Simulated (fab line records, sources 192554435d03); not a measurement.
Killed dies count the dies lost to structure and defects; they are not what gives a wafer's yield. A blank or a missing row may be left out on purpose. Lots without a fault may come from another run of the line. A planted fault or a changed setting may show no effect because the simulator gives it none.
fab line records    flow n5_finfet    part 1 of 2: steps 1 to 3 of 6
[record] lots = 21  wafers = 63  last_day = 18
route steps=1938 shown BEOL_M7@1279 BEOL_M8@1334
lots with no fault: from the same line, run without faults
start_h: hours from the record's opening day to when the first of the lot's shown wafers began    wait_h: hours from the lot's prior step to this one    " as in the row above    L1.1+2: one row covering several wafers at once    - no value, or no start was given    * or withheld: withheld    < > ~ a bound
route shown NAME@n: NAME is a module with steps in the file, n the number in the route of the first one    usual: the fault-free wafers' mean and standard deviation    same: alike in all rows    chamber/n: place in a boat    sites: readings site by site    _std_site: the values' standard deviation    _edge_site: the outer-site mean with the inner-site mean subtracted    radius_mm: how far each site lies from the wafer's centre    mask NAME#n: copy n    behind: the most recent tool/chamber to have shaped the wafer    hold: reason for holding the lot/hours on hold/outcome of the hold    device: whichever transistor did not switch (one of n, p or np)    end of line: the same wafers' tests at the end of the route    a step with no rows: only its recipe    killed: dies lost to structure and defects at the first sort, not the wafer's yield    map: shows each die of a wafer: x if killed, . if not, _ if none is there
set.NAME: the setting the step ran with; set.NAME@STEP: the setting that earlier step ran with    model.NAME: the simulator's own value behind a step, which no gauge read
steps of the route over a sample of lots; a table a step, a row a wafer
services: when a tool's chamber went out of use (start_h, in hours from the record's first day, below 0 if earlier), for how many hours, and the reason
[[steps]]
[step N5_BEOL_M7_DESCUM_16]
[recipe] chemistry = O2  time_s = 7.9  source_power_w = 50  bias_power_w = 20  pressure_mtorr = 20  rf_frequency_hz = 2.712e+07  temp_c = 40  resist = CAR-ArF  o2_flow_sccm = 225
[usual] bias_power_w = 20.01/0.064  drypump_motor_current_A = 5.7/0.46  oes_product_au = 0.79/0.066  rf_vpp_V = 243.5/1.6  showerhead_plenum_p_Torr = 2.10/0.084  temp_c = 40.00/0.11  throttle_valve_pct = 20.44/0.18
lot.wafer  tool         chamber  start_h  wait_h  bias_power_w  drypump_motor_current_A  oes_product_au  rf_hours_counter_h  rf_vpp_V  showerhead_plenum_p_Torr  temp_c  throttle_valve_pct
L074.2     rie_diel-04  1        190.71   0.0     19.87         5.4                      0.86            53                  240.4     2.03                      39.99   20.72
L074.3     "            0        "        "       20.00         6.2                      0.74            178                 244.4     2.09                      40.05   20.38
L074.4     "            2        "        "       20.06         4.7                      0.73            183                 245.2     2.16                      40.20   20.19
L075.1     rie_diel-05  1        201.52   0.0     19.92         5.3                      0.86            61                  244.5     2.21                      39.80   20.22
L075.2     "            2        "        "       20.05         5.4                      0.85            75                  245.9     2.21                      40.00   20.36
L075.5     "            0        "        "       20.05         6.3                      0.86            -                   243.0     2.04                      40.18   20.67
L076.2     rie_diel-04  0        211.39   0.1     20.11         6.3                      0.73            185                 242.9     2.09                      39.86   20.38
L076.4     "            1        "        "       20.06         5.4                      0.85            -                   242.8     2.03                      39.85   20.75
L076.5     "            2        "        "       19.96         4.8                      0.73            -                   243.9     2.16                      40.14   20.21
L077.3     rie_diel-04  1        215.81   0.0     19.98         5.4                      0.85            61                  242.0     2.03                      40.00   20.75
L077.5     "            3        "        "       20.02         6.0                      0.74            -                   242.4     1.99                      40.12   20.35
L077.6     "            2        "        "       20.08         4.8                      0.73            -                   244.5     2.16                      39.83   20.21
L078.1     rie_diel-04  3        219.39   0.0     20.00         6.0                      0.74            169                 242.8     1.99                      39.99   20.36
L078.4     "            2        "        "       20.06         4.8                      0.72            192                 244.7     2.16                      39.90   20.22
L078.5     "            2        "        "       19.98         4.8                      0.72            -                   243.5     2.16                      39.94   20.21
L079.1     rie_diel-05  1        230.00   0.0     20.05         5.3                      0.86            70                  244.2     2.21                      40.06   20.22
L079.3     "            0        "        "       19.90         6.3                      0.85            64                  242.4     2.04                      40.04   20.67
L079.5     "            2        "        "       20.06         5.4                      0.83            -                   244.5     2.21                      39.88   20.38
L080.2     rie_diel-03  1        234.33   0.0     20.00         6.0                      0.72            206                 242.9     1.99                      40.22   20.46
L080.5     "            3        "        "       19.98         6.1                      0.90            -                   246.7     2.22                      40.15   20.48
L080.6     "            0        "        "       20.05         5.4                      0.75            -                   244.3     2.08                      40.12   20.57
L084.1     rie_diel-05  2        242.73   0.1     19.96         5.4                      0.83            89                  246.6     2.21                      39.98   20.39
L084.3     "            1        "        "       20.13         5.3                      0.84            74                  245.8     2.21                      40.01   20.25
L084.6     "            0        "        "       19.94         6.3                      0.83            -                   243.0     2.04                      40.13   20.67
L082.1     rie_diel-05  2        247.39   0.0     20.05         5.4                      0.83            91                  243.9     2.21                      39.95   20.40
L082.3     "            1        "        "       20.12         5.3                      0.85            75                  244.8     2.21                      39.96   20.24
L082.5     "            2        "        "       20.01         5.4                      0.84            -                   245.5     2.21                      39.98   20.38
L083.2     rie_diel-03  3        257.08   0.0     20.02         6.1                      0.89            38                  244.4     2.22                      39.82   20.48
L083.5     "            0        "        "       20.02         5.4                      0.73            -                   243.2     2.08                      40.11   20.58
L083.6     "            3        "        "       20.10         6.0                      0.90            -                   245.8     2.22                      40.07   20.48
L085.2     rie_diel-05  0        266.21   0.0     19.88         6.3                      0.82            77                  242.6     2.03                      40.09   20.69
L085.5     "            2        "        "       19.98         5.4                      0.83            -                   245.4     2.21                      40.02   20.39
L085.6     "            0        "        "       19.84         6.3                      0.83            -                   242.3     2.03                      39.91   20.68
L086.3     rie_diel-03  3        266.41   0.0     20.10         6.1                      0.88            41                  246.8     2.22                      39.96   20.49
L086.4     "            2        "        "       20.10         6.2                      0.82            95                  243.4     2.11                      39.93   20.20
L086.5     "            3        "        "       20.00         6.1                      0.88            -                   244.9     2.22                      40.03   20.50
L087.1     rie_diel-04  2        279.85   0.0     20.04         4.8                      0.71            209                 244.9     2.16                      40.01   20.26
L087.4     "            1        "        "       20.03         5.4                      0.81            79                  242.8     2.03                      40.02   20.78
L087.5     "            3        "        "       19.96         6.1                      0.71            -                   240.5     1.99                      40.11   20.37
L088.2     rie_diel-03  1        282.99   0.0     19.89         6.0                      0.71            221                 241.6     1.99                      40.01   20.49
L088.3     "            3        "        "       19.96         6.0                      0.88            47                  246.0     2.22                      39.96   20.49
L088.5     "            1        "        "       20.00         6.0                      0.71            -                   242.0     1.99                      39.94   20.49
L090.1     rie_diel-04  1        288.70   0.0     20.03         5.3                      0.81            82                  242.8     2.02                      39.99   20.78
L090.2     "            3        "        "       19.99         6.0                      0.73            188                 240.1     1.99                      39.92   20.37
L090.3     "            0        "        "       20.00         6.3                      0.73            207                 243.4     2.08                      39.91   20.41
L091.3     rie_diel-04  3        294.83   0.1     20.12         6.0                      0.71            191                 242.0     1.99                      40.10   20.40
L091.4     "            3        "        "       20.02         6.0                      0.71            -                   241.6     1.99                      39.97   20.39
L091.6     "            1        "        "       20.07         5.3                      0.81            -                   242.0     2.02                      40.06   20.78
L092.4     rie_diel-05  2        302.81   0.2     20.00         5.4                      0.81            110                 245.0     2.20                      39.95   20.40
L092.5     "            3        "        "       19.98         5.3                      0.94            -                   241.8     2.05                      40.16   19.99
L092.6     "            0        "        "       19.93         6.3                      0.81            -                   241.7     2.03                      39.98   20.73
L095.1     rie_diel-03  0        308.34   0.3     19.97         5.4                      0.73            188                 242.6     2.07                      39.94   20.60
L095.2     "            2        "        "       20.06         6.2                      0.80            109                 244.0     2.10                      40.11   20.23
L095.3     "            3        "        "       20.12         6.1                      0.87            57                  244.6     2.21                      40.11   20.53
L094.1     rie_diel-03  3        319.87   0.5     19.98         6.1                      0.86            63                  244.4     2.21                      39.81   20.53
L094.2     "            1        "        "       19.97         6.0                      0.70            237                 240.6     1.98                      39.81   20.51
L094.3     "            0        "        "       20.05         5.4                      0.73            195                 243.4     2.07                      39.85   20.61
L096.1     rie_diel-05  2        323.92   1.8     20.06         5.4                      0.81            119                 245.3     2.20                      39.98   20.43
L096.3     "            3        "        "       19.94         5.3                      0.92            20                  242.2     2.05                      40.12   20.01
L096.4     "            0        "        "       19.87         6.3                      0.81            99                  241.5     2.03                      40.14   20.73
L097.1     rie_diel-05  0        330.05   0.4     20.09         6.3                      0.81            103                 242.6     2.03                      40.04   20.74
L097.3     "            3        "        "       19.90         5.4                      0.91            23                  242.6     2.05                      39.94   20.01
L097.6     "            1        "        "       20.04         5.3                      0.81            -                   244.9     2.19                      40.19   20.28
[step N5_BEOL_M7_DESCUM_33]
[recipe] chemistry = O2  time_s = 7  source_power_w = 50  bias_power_w = 20  pressure_mtorr = 20  rf_frequency_hz = 2.712e+07  temp_c = 40  resist = CAR-EUV  o2_flow_sccm = 225
[usual] bias_power_w = 20.00/0.058  drypump_motor_current_A = 5.7/0.46  oes_product_au = 0.80/0.071  rf_vpp_V = 243.3/1.6  showerhead_plenum_p_Torr = 2.10/0.081  temp_c = 39.98/0.12  throttle_valve_pct = 20.42/0.21
lot.wafer  tool         chamber  start_h  wait_h  bias_power_w  drypump_motor_current_A  oes_product_au  rf_hours_counter_h  rf_vpp_V  showerhead_plenum_p_Torr  temp_c  throttle_valve_pct
L074.2     rie_diel-05  2        193.01   1.0     19.98         5.5                      0.85            73                  243.3     2.21                      39.88   20.37
L074.3     "            0        "        "       19.92         6.3                      0.86            53                  242.3     2.04                      39.72   20.66
L074.4     "            1        "        "       20.06         5.3                      0.87            59                  243.9     2.21                      39.78   20.20
L075.1     rie_diel-04  0        205.26   0.0     20.04         6.2                      0.74            182                 245.2     2.09                      40.05   20.39
L075.2     "            2        "        "       19.98         4.7                      0.73            188                 245.3     2.16                      39.89   20.21
L075.5     "            1        "        "       19.99         5.4                      0.85            -                   242.5     2.03                      40.03   20.72
L076.2     rie_diel-04  1        212.44   0.0     20.01         5.4                      0.85            59                  241.0     2.03                      39.97   20.74
L076.4     "            2        "        "       20.05         4.7                      0.72            190                 245.0     2.16                      39.92   20.20
L076.5     "            1        "        "       20.07         5.4                      0.84            -                   243.6     2.03                      39.98   20.75
L077.3     rie_diel-05  1        218.12   0.0     20.02         5.4                      0.86            66                  244.9     2.21                      40.02   20.23
L077.5     "            1        "        "       20.06         5.4                      0.86            -                   245.2     2.21                      39.98   20.21
L077.6     "            0        "        "       20.07         6.3                      0.85            -                   242.4     2.04                      39.81   20.66
L078.1     rie_diel-05  2        222.30   0.0     19.94         5.4                      0.84            82                  245.4     2.21                      39.88   20.39
L078.4     "            0        "        "       19.94         6.3                      0.85            61                  242.7     2.04                      40.19   20.66
L078.5     "            3        "        "       20.05         5.3                      0.70            -                   240.7     2.06                      39.66   20.33
L079.1     rie_diel-03  0        230.97   0.0     19.91         5.4                      0.75            166                 242.5     2.08                      39.96   20.56
L079.3     "            3        "        "       20.04         6.0                      0.90            30                  244.0     2.22                      40.08   20.48
L079.5     "            2        "        "       20.05         6.2                      0.83            -                   244.1     2.11                      39.92   20.20
L080.2     rie_diel-05  3        237.25   0.0     19.98         5.3                      0.69            248                 243.0     2.06                      40.02   20.35
L080.5     "            2        "        "       20.03         5.4                      0.84            -                   244.6     2.21                      40.09   20.37
L080.6     "            1        "        "       20.03         5.3                      0.86            -                   245.7     2.21                      40.04   20.23
L084.1     rie_diel-04  3        244.37   0.0     19.89         6.0                      0.73            177                 242.7     1.99                      40.01   20.38
L084.3     "            1        "        "       19.99         5.4                      0.82            70                  242.5     2.03                      39.85   20.77
L084.6     "            3        "        "       19.95         6.0                      0.72            -                   240.8     1.99                      39.93   20.39
L082.1     rie_diel-04  3        248.52   0.2     20.06         6.0                      0.73            178                 240.9     1.99                      40.13   20.39
L082.3     "            0        "        "       20.00         6.3                      0.72            197                 242.6     2.08                      40.08   20.40
L082.5     "            2        "        "       19.98         4.8                      0.70            -                   244.4     2.16                      40.09   20.24
L083.2     rie_diel-04  0        258.51   0.0     19.82         6.3                      0.72            199                 243.7     2.08                      39.93   20.41
L083.5     "            0        "        "       19.89         6.3                      0.72            -                   243.9     2.08                      40.00   20.43
L083.6     "            1        "        "       19.92         5.4                      0.82            -                   242.2     2.03                      40.08   20.76
L086.3     rie_diel-03  2        267.40   0.0     20.06         6.2                      0.81            96                  243.2     2.11                      40.19   20.22
L086.4     "            3        "        "       19.91         6.1                      0.89            41                  243.8     2.22                      39.94   20.50
L086.5     "            0        "        "       19.90         5.4                      0.73            -                   240.9     2.08                      39.91   20.57
L085.2     rie_diel-03  1        267.80   0.3     20.02         6.0                      0.71            216                 241.5     1.99                      40.03   20.50
L085.5     "            3        "        "       19.92         6.1                      0.88            -                   243.7     2.22                      40.22   20.49
L085.6     "            0        "        "       19.96         5.4                      0.73            -                   240.9     2.08                      40.18   20.59
L087.1     rie_diel-03  1        281.74   0.2     19.91         6.0                      0.70            220                 240.6     1.99                      40.08   20.49
L087.4     "            1        "        "       20.10         6.0                      0.70            -                   242.5     1.99                      40.11   20.49
L087.5     "            3        "        "       20.01         6.0                      0.88            -                   245.2     2.22                      39.89   20.50
L088.2     rie_diel-05  2        284.82   0.0     20.07         5.4                      0.81            104                 244.4     2.20                      40.06   20.41
L088.3     "            1        "        "       19.89         5.3                      0.83            89                  245.0     2.20                      39.82   20.26
L088.5     "            1        "        "       19.96         5.4                      0.83            -                   245.3     2.20                      39.99   20.29
L090.1     rie_diel-05  1        289.94   0.0     19.96         5.4                      0.83            90                  244.1     2.20                      40.08   20.24
L090.2     "            2        "        "       20.04         5.4                      0.82            105                 246.3     2.20                      40.07   20.40
L090.3     "            0        "        "       19.96         6.3                      0.82            85                  243.4     2.03                      39.83   20.69
L091.3     rie_diel-04  0        296.96   0.0     19.98         6.3                      0.72            211                 242.7     2.08                      39.74   20.43
L091.4     "            0        "        "       19.96         6.3                      0.71            -                   242.6     2.08                      39.88   20.43
L091.6     "            3        "        "       20.05         6.0                      0.71            -                   242.7     1.99                      39.91   20.40
L092.4     rie_diel-05  3        303.83   0.0     19.95         5.4                      0.95            11                  242.6     2.05                      40.09   20.00
L092.5     "            0        "        "       20.04         6.3                      0.82            -                   241.6     2.03                      39.93   20.71
L092.6     "            3        "        "       19.96         5.4                      0.95            -                   241.9     2.05                      40.13   19.99
L095.1     rie_diel-03  1        311.40   0.2     20.03         6.0                      0.71            231                 241.1     1.98                      39.92   20.48
L095.2     "            0        "        "       20.08         5.4                      0.73            190                 242.6     2.07                      40.07   20.60
L095.3     "            3        "        "       20.02         6.1                      0.86            58                  245.4     2.21                      40.06   20.54
L094.1     rie_diel-03  2        321.61   0.6     20.15         6.1                      0.80            111                 241.3     2.10                      39.89   20.24
L094.2     "            1        "        "       20.07         6.0                      0.70            238                 240.4     1.98                      39.99   20.51
L094.3     "            3        "        "       19.98         6.1                      0.87            64                  244.8     2.21                      39.92   20.54
L096.1     rie_diel-05  3        325.75   0.5     19.99         5.3                      0.92            21                  242.3     2.05                      39.97   19.99
L096.3     "            0        "        "       19.90         6.3                      0.80            100                 243.8     2.03                      39.80   20.72
L096.4     "            2        "        "       19.96         5.4                      0.80            120                 246.9     2.20                      39.99   20.44
L097.1     rie_diel-05  3        331.74   0.2     19.93         5.3                      0.92            24                  242.9     2.05                      39.83   20.01
L097.3     "            1        "        "       19.93         5.3                      0.81            109                 245.5     2.19                      39.97   20.29
L097.6     "            2        "        "       19.94         5.4                      0.80            -                   244.4     2.20                      39.73   20.45
[step N5_BEOL_M7_ETCH_41]
[recipe] chemistry = CH3F/O2  target = SiCN  target_depth_a = 319  taper_deg = 2  time_s = 57.8  ion_energy_ev = 120  mask_material = TiN  pressure_mtorr = 30  source_w = 395  bias_w = 75  Ar_flow_sccm = 150  CH3F_flow_sccm = 30  O2_flow_sccm = 20
[usual] drypump_motor_current_A = 5.7/0.46  oes_product_au = 0.80/0.072  rf_vpp_V = 297.3/1.7  showerhead_plenum_p_Torr = 2.01/0.077  throttle_valve_pct = 16.32/0.2
lot.wafer  tool         chamber  start_h  wait_h  drypump_motor_current_A  oes_product_au  rf_hours_counter_h  rf_vpp_V  showerhead_plenum_p_Torr  throttle_valve_pct
L074.2     rie_diel-05  2        -        -       5.4                      0.85            73                  299.8     2.10                      16.16
L074.3     "            0        "        "       6.3                      0.86            53                  295.9     1.95                      16.48
L074.4     "            1        "        "       5.3                      0.87            59                  299.5     2.12                      16.07
L075.1     rie_diel-04  0        -        -       6.3                      0.73            182                 297.2     1.99                      16.27
L075.2     "            2        "        "       4.7                      0.73            188                 299.9     2.07                      16.18
L075.5     "            1        "        "       5.4                      0.84            -                   296.3     1.95                      16.60
L076.2     rie_diel-04  1        -        -       5.4                      0.84            59                  294.4     1.95                      16.60
L076.4     "            2        "        "       4.8                      0.72            190                 297.9     2.07                      16.18
L076.5     "            1        "        "       5.4                      0.83            -                   297.2     1.95                      16.61
L077.3     rie_diel-05  1        -        -       5.3                      0.87            66                  298.7     2.11                      16.10
L077.5     "            1        "        "       5.3                      0.87            -                   298.6     2.11                      16.11
L077.6     "            0        "        "       6.3                      0.86            -                   295.4     1.95                      16.50
L078.1     rie_diel-05  2        -        -       5.4                      0.84            82                  299.0     2.10                      16.19
L078.4     "            0        "        "       6.3                      0.86            61                  295.7     1.95                      16.49
L078.5     "            3        "        "       5.3                      0.69            -                   296.2     1.98                      16.32
L079.1     rie_diel-03  0        -        -       5.4                      0.74            166                 295.7     2.00                      16.53
L079.3     "            3        "        "       6.0                      0.91            30                  299.1     2.13                      16.38
L079.5     "            2        "        "       6.2                      0.82            -                   297.4     2.02                      16.12
L080.2     rie_diel-05  3        -        -       5.3                      0.68            248                 296.3     1.97                      16.34
L080.5     "            2        "        "       5.4                      0.85            -                   298.9     2.10                      16.18
L080.6     "            1        "        "       5.3                      0.86            -                   300.3     2.11                      16.10
L084.1     rie_diel-04  3        -        -       6.0                      0.72            177                 296.3     1.90                      16.28
L084.3     "            1        "        "       5.4                      0.82            70                  298.2     1.94                      16.62
L084.6     "            3        "        "       6.0                      0.73            -                   295.0     1.90                      16.26
L082.1     rie_diel-04  3        -        -       6.0                      0.73            179                 293.4     1.90                      16.29
L082.3     "            0        "        "       6.3                      0.72            197                 297.8     1.98                      16.30
L082.5     "            2        "        "       4.7                      0.71            -                   298.5     2.07                      16.21
L083.2     rie_diel-04  0        -        -       6.3                      0.71            199                 295.8     1.98                      16.29
L083.5     "            0        "        "       6.2                      0.71            -                   296.3     1.98                      16.30
L083.6     "            1        "        "       5.4                      0.83            -                   297.2     1.94                      16.62
L086.3     rie_diel-03  2        -        -       6.2                      0.81            96                  296.8     2.01                      16.14
L086.4     "            3        "        "       6.1                      0.90            41                  300.7     2.13                      16.41
L086.5     "            0        "        "       5.4                      0.74            -                   297.2     1.99                      16.56
L085.2     rie_diel-03  1        -        -       6.0                      0.71            216                 294.7     1.90                      16.42
L085.5     "            3        "        "       6.1                      0.89            -                   299.2     2.13                      16.41
L085.6     "            0        "        "       5.4                      0.73            -                   297.0     1.99                      16.54
L087.1     rie_diel-03  1        -        -       6.0                      0.71            220                 294.7     1.90                      16.41
L087.4     "            1        "        "       6.0                      0.70            -                   294.8     1.90                      16.41
L087.5     "            3        "        "       6.0                      0.88            -                   300.1     2.13                      16.42
L088.2     rie_diel-05  2        -        -       5.4                      0.81            104                 298.1     2.09                      16.23
L088.3     "            1        "        "       5.3                      0.84            89                  299.9     2.10                      16.14
L088.5     "            1        "        "       5.3                      0.84            -                   299.2     2.10                      16.13
L090.1     rie_diel-05  1        -        -       5.3                      0.83            91                  296.9     2.10                      16.14
L090.2     "            2        "        "       5.4                      0.82            105                 299.4     2.09                      16.22
L090.3     "            0        "        "       6.3                      0.83            85                  295.4     1.94                      16.55
L091.3     rie_diel-04  0        -        -       6.3                      0.70            211                 297.0     1.98                      16.32
L091.4     "            0        "        "       6.3                      0.70            -                   295.7     1.98                      16.32
L091.6     "            3        "        "       6.0                      0.71            -                   295.4     1.90                      16.31
L092.4     rie_diel-05  3        -        -       5.3                      0.94            11                  295.7     1.97                      15.90
L092.5     "            0        "        "       6.3                      0.81            -                   295.3     1.94                      16.53
L092.6     "            3        "        "       5.3                      0.94            -                   295.0     1.97                      15.90
L095.1     rie_diel-03  1        -        -       6.0                      0.70            231                 293.4     1.90                      16.45
L095.2     "            0        "        "       5.4                      0.72            190                 295.8     1.99                      16.58
L095.3     "            3        "        "       6.1                      0.86            58                  296.7     2.12                      16.43
L094.1     rie_diel-03  2        -        -       6.2                      0.79            111                 297.2     2.01                      16.15
L094.2     "            1        "        "       5.9                      0.70            238                 295.5     1.89                      16.44
L094.3     "            3        "        "       6.0                      0.86            65                  299.9     2.12                      16.44
L096.1     rie_diel-05  3        -        -       5.3                      0.92            21                  297.5     1.97                      15.91
L096.3     "            0        "        "       6.3                      0.80            101                 297.0     1.94                      16.57
L096.4     "            2        "        "       5.4                      0.80            120                 298.8     2.09                      16.24
L097.1     rie_diel-05  3        -        -       5.3                      0.90            24                  296.7     1.97                      15.93
L097.3     "            1        "        "       5.3                      0.81            109                 299.3     2.10                      16.17
L097.6     "            2        "        "       5.4                      0.81            -                   299.2     2.09                      16.24
